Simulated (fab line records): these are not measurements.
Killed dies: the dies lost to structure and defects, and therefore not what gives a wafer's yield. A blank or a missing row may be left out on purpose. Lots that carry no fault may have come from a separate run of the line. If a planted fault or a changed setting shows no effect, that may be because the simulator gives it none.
Matching of chambers ; flow n5_finfet ; pecvd-01 running N5_BEOL_M2_PECVD_72: 3 sister chambers
The step deposits SiO2 from TEOS/O2, target thk 16 nm, time 18 s. 3 wafers are shown with their chamber, then 8 later ones without.

EACH WAFER AND ITS CHAMBER
wafer;chamber;showerhead_plenum_p_Torr (Torr)
L088.4;1;8.76
L088.6;2;8.86
L091.2;0;8.81

WAFERS MISSING THEIR CHAMBER
wafer;showerhead_plenum_p_Torr (Torr)
L091.5;8.88
L091.6;8.81
L092.2;8.80
L092.4;8.79
L092.5;8.87
L096.1;8.76
L096.4;8.79
L096.6;8.86

WHICH CHAMBER EACH WENT THROUGH
wafer;from the rows above;in truth
L091.5;2;2
L091.6;0;0
L092.2;0;0
L092.4;can't be placed: 0 or 1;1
L092.5;2;2
L096.1;1;1
L096.4;can't be placed: 0 or 1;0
L096.6;2;2
6 of 8 placed correctly. Cannot be placed on the basis of these rows: 2; the candidates contain the true chamber in 2. 0 placed wrongly.
How it was worked out, from the rows above alone: a wafer's distance from a chamber is the root of the sum, over the readings, of the square of ((its reading less the chamber's mean) divided by the reading's scatter). The wafer belongs to the nearest chamber; if the next one is less than 2 further off, it can't be placed. A chamber's mean is the mean of its shown wafers. The scatter (one wafer shown for each chamber): square how far every hidden wafer sits from the nearest shown wafer, average those squares and take the square root.
